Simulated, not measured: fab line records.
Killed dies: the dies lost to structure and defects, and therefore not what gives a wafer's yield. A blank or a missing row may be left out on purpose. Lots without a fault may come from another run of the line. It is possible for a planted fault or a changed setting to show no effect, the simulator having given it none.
Chamber matching | flow n5Finfet | N5_HKMG_FIN_DESCUM_17 on rieDiel-01: 4 sister chambers
The step chemistry O2, time 7.9 s. 4 wafers are shown with their chamber, then 9 later ones without.

## WAFERS PAIRED WITH THEIR CHAMBERS
wafer  | chamber | showerheadPlenumPTorr (Torr)
L081.2 | 1       | 2.20
L087.1 | 0       | 2.17
L087.2 | 2       | 2.07
L087.4 | 3       | 2.03

## WAFERS WHOSE CHAMBER IS MISSING
wafer  | showerheadPlenumPTorr (Torr)
L088.1 | 2.17
L088.2 | 2.07
L088.6 | 2.07
L091.1 | 2.17
L091.4 | 2.20
L091.5 | 2.03
L092.1 | 2.17
L092.3 | 2.19
L092.5 | 2.20

## THE CHAMBER EACH PASSED THROUGH
wafer  | from the rows above | in truth
L088.1 | 0                   | 0
L088.2 | 2                   | 2
L088.6 | 2                   | 2
L091.1 | 0                   | 0
L091.4 | 1                   | 1
L091.5 | 3                   | 3
L092.1 | 0                   | 0
L092.3 | 1                   | 1
L092.5 | 1                   | 1
Correct placement for 9 of the 9. From these rows, 0 cannot be placed. Placed wrongly: 0.
How it was worked out, from the rows above alone: a wafer's distance from a chamber is the root of the sum, over the readings, of the square of ((its reading less the chamber's mean) divided by the reading's scatter). The wafer belongs to the nearest chamber; if the next one is less than 2 further off, it can't be placed. For every chamber, the mean is computed from those of its wafers that are shown. The scatter: root of mean squared gap, hidden wafer to nearest shown wafer, with one shown wafer a chamber.
